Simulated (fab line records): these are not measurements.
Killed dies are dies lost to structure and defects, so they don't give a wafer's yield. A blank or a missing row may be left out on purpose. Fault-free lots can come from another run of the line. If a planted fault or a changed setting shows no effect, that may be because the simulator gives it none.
Which of the tools did it? | flow nand harc | 14 lots with 42 wafers sampled at 4 steps, on a route of 1302 steps

WHAT THE GAUGES SHOWED, per wafer
NHARC_END_SORT_01.
lot  | measured     | on        | killed at array | killed at other | killed at periphery | killed dies | killed open | killed short
L119 | day 33 03:10 | prober-01 | 672 672 675     | 4 4 0           | 1 1 2               | 677 677 677 | 1 3 0       | 1 5 4
L120 | day 33 02:40 | prober-02 | 672 673 669     | 3 0 3           | 2 4 5               | 677 677 677 | 4 3 1       | 0 3 0
L121 | day 33 22:32 | prober-01 | 671 671 670     | 1 4 2           | 5 2 5               | 677 677 677 | 3 5 2       | 2 3 2

WHAT TOOL EACH LOT RAN ON (gives the tool, then ch and the chambers of the sampled wafers, and finally the start)
lot  | NHARC_A_DECK1_JOINT_ETCHBACK_07  | NHARC_A_ONON_D2_DEP_19           | NHARC_A_ONON_D2_DEP_33
L100 | rie si-06 ch 0,1,3, day 10 20:23 | pecvd onon-04 ch 0, day 12 14:51 | pecvd-02 ch 0,1, day 12 17:07
L101 | rie si-06 ch 1,2, day 12 03:22   | pecvd onon-02 ch 0, day 14 04:30 | pecvd-04 ch 0,1, day 14 06:46
L102 | rie si-02 ch 1,2,3, day 12 10:47 | pecvd onon-03 ch 0, day 14 12:35 | pecvd-01 ch 0,1, day 14 14:49
L103 | rie si-03 ch 0,1,2, day 12 14:08 | pecvd onon-02 ch 0, day 14 12:27 | pecvd-02 ch 1,2, day 14 14:47
L104 | rie si-06 ch 0,1,2, day 12 18:45 | pecvd onon-03 ch 0, day 14 18:04 | pecvd-02 ch 0,1,2, day 14 20:26
L106 | rie si-02 ch 1,3, day 13 15:36   | pecvd onon-02 ch 0, day 15 13:50 | pecvd-01 ch 1,2, day 15 16:13
L105 | rie si-02 ch 0,1, day 14 01:44   | pecvd onon-03 ch 0, day 16 02:36 | pecvd-01 ch 1,2, day 16 04:54
L108 | rie si-03 ch 0,1,2, day 14 12:43 | pecvd onon-04 ch 0, day 16 14:16 | pecvd-04 ch 0,2, day 16 16:28
L110 | rie si-03 ch 0,1, day 15 05:57   | pecvd onon-03 ch 0, day 17 04:46 | pecvd-02 ch 0,1,2, day 17 07:02
L111 | rie si-06 ch 0,3, day 16 01:55   | pecvd onon-04 ch 0, day 17 22:07 | pecvd-01 ch 0,1,2, day 18 00:19
L112 | rie si-03 ch 0,1, day 16 13:31   | pecvd onon-02 ch 0, day 18 08:43 | pecvd-01 ch 0,1,2, day 18 11:11
L119 | rie si-06 ch 0,1,3, day 19 11:06 | pecvd onon-02, day 21 08:05      | pecvd-02 ch 0,2, day 21 10:19
L120 | rie si-03 ch 2,3, day 19 16:02   | pecvd onon-03, day 21 16:19      | pecvd-02 ch 0,1, day 21 18:38
L121 | rie si-06 ch 0,2,3, day 20 02:31 | pecvd onon-03, day 22 07:25      | pecvd-02 ch 0,1,2, day 22 09:40
- NHARC_A_DECK1_JOINT_ETCHBACK_07: etches the open film in HBr, target depth 105 nm, time 26.9 s.
- NHARC_A_ONON_D2_DEP_19: target thk 1000 nm.
- NHARC_A_ONON_D2_DEP_33: deposits SiO2, target thk 200 nm.

AS READ BY THE TOOLS THEMSELVES (means over the sampled wafers that have a number; for cases with no such wafer, the mark the record gives instead)
NHARC_A_DECK1_JOINT_ETCHBACK_07.
lot  | tool      | drypump motor current A (A) | oes product au (a.u.) | throttle valve pct (%)
L100 | rie si-06 | 5.9                         | 1.005                 | 23.265
L101 | rie si-06 | 6.2                         | 0.992                 | 23.268
L102 | rie si-02 | 5.8                         | 1.009                 | 23.263
L103 | rie si-03 | 5.2                         | 0.992                 | 23.269
L104 | rie si-06 | 6.1                         | 0.997                 | 23.260
L106 | rie si-02 | 5.9                         | 1.005                 | 23.269
L105 | rie si-02 | 5.9                         | 1.005                 | 23.262
L108 | rie si-03 | 5.2                         | 0.996                 | 23.272
L110 | rie si-03 | 5.3                         | 0.999                 | 23.265
L111 | rie si-06 | 5.9                         | 0.996                 | 23.259
L112 | rie si-03 | 5.1                         | 0.998                 | 23.267
L119 | rie si-06 | 5.9                         | 0.995                 | 23.263
L120 | rie si-03 | 5.2                         | 1.001                 | 23.266
L121 | rie si-06 | 6.0                         | 0.991                 | 23.268

NHARC_A_ONON_D2_DEP_19.
lot  | tool          | n2 flow sccm (sccm) | n2o flow sccm (sccm) | nh3 flow sccm (sccm)
L100 | pecvd onon-04 | 2745                | 1999                 | 501.0
L101 | pecvd onon-02 | 2745                | 2001                 | 501.0
L102 | pecvd onon-03 | 2746                | 2004                 | 501.2
L103 | pecvd onon-02 | 2747                | 1995                 | 500.3
L104 | pecvd onon-03 | 2755                | 1995                 | 499.5
L106 | pecvd onon-02 | 2751                | 1998                 | 502.9
L105 | pecvd onon-03 | 2748                | 2005                 | 499.6
L108 | pecvd onon-04 | 2755                | 2002                 | 498.2
L110 | pecvd onon-03 | 2741                | 1997                 | 502.0
L111 | pecvd onon-04 | 2766                | 2004                 | 498.8
L112 | pecvd onon-02 | 2745                | 2000                 | 497.1
L119 | pecvd onon-02 | -                   | -                    | -
L120 | pecvd onon-03 | -                   | -                    | -
L121 | pecvd onon-03 | -                   | -                    | -

NHARC_A_ONON_D2_DEP_33.
lot  | tool     | chamber pressure Torr (Torr) | flow sccm (sccm) | heater power w (W) | throttle valve pct (%)
L100 | pecvd-02 | 6.515                        | 2655             | 454                | 16.0
L101 | pecvd-04 | 6.498                        | 2647             | 619                | 16.1
L102 | pecvd-01 | 6.495                        | 2649             | 554                | 15.5
L103 | pecvd-02 | 6.495                        | 2657             | 502                | 17.5
L104 | pecvd-02 | 6.517                        | 2646             | 480                | 16.7
L106 | pecvd-01 | 6.491                        | 2644             | 503                | 15.8
L105 | pecvd-01 | 6.501                        | 2658             | 554                | 15.9
L108 | pecvd-04 | 6.503                        | 2649             | 574                | 16.2
L110 | pecvd-02 | 6.481                        | 2660             | 541                | 16.8
L111 | pecvd-01 | 6.500                        | 2654             | 532                | 15.8
L112 | pecvd-01 | 6.510                        | 2657             | 537                | 15.9
L119 | pecvd-02 | 6.502                        | 2648             | 432                | 16.6
L120 | pecvd-02 | 6.496                        | 2651             | 559                | 16.5
L121 | pecvd-02 | 6.496                        | 2656             | 491                | 16.5

THE ANSWER, worked out from the rows above alone
Rule: what is usual is taken from the lots themselves. Put in order of their means at a reading, lots are off if they are a third of the lots or fewer, leave a main group of 4 or more, and stand apart from it by a gap of 3 or more times the standard deviation of the main group's means; of several such gaps the widest counts. A main group is skipped when, at the precision printed for the reading in the tables above, its means are all equal. Also off: a lot with no number at a reading for which 4 or more lots have one. Any other lot the step has rows for is counted as sound. First the gauges in route order, then the tools' own readings, where a lot's mean is used as printed above. At the first step where some lot is off, the reading lying furthest off is the one used; lots without a number count as furthest.
Off: L119, L120, L121, at NHARC_A_ONON_D2_DEP_19 (n2 flow sccm). Without a number there: L119, L120, L121. Main group: mean 2749 sccm, sd 6.7.
If a tool, at that step or one of the process steps before it, ran each lot that is off and ran no sound lot following the first of them, it fits. Of those tried, none fits.

WHAT THE SIMULATOR PUT IN
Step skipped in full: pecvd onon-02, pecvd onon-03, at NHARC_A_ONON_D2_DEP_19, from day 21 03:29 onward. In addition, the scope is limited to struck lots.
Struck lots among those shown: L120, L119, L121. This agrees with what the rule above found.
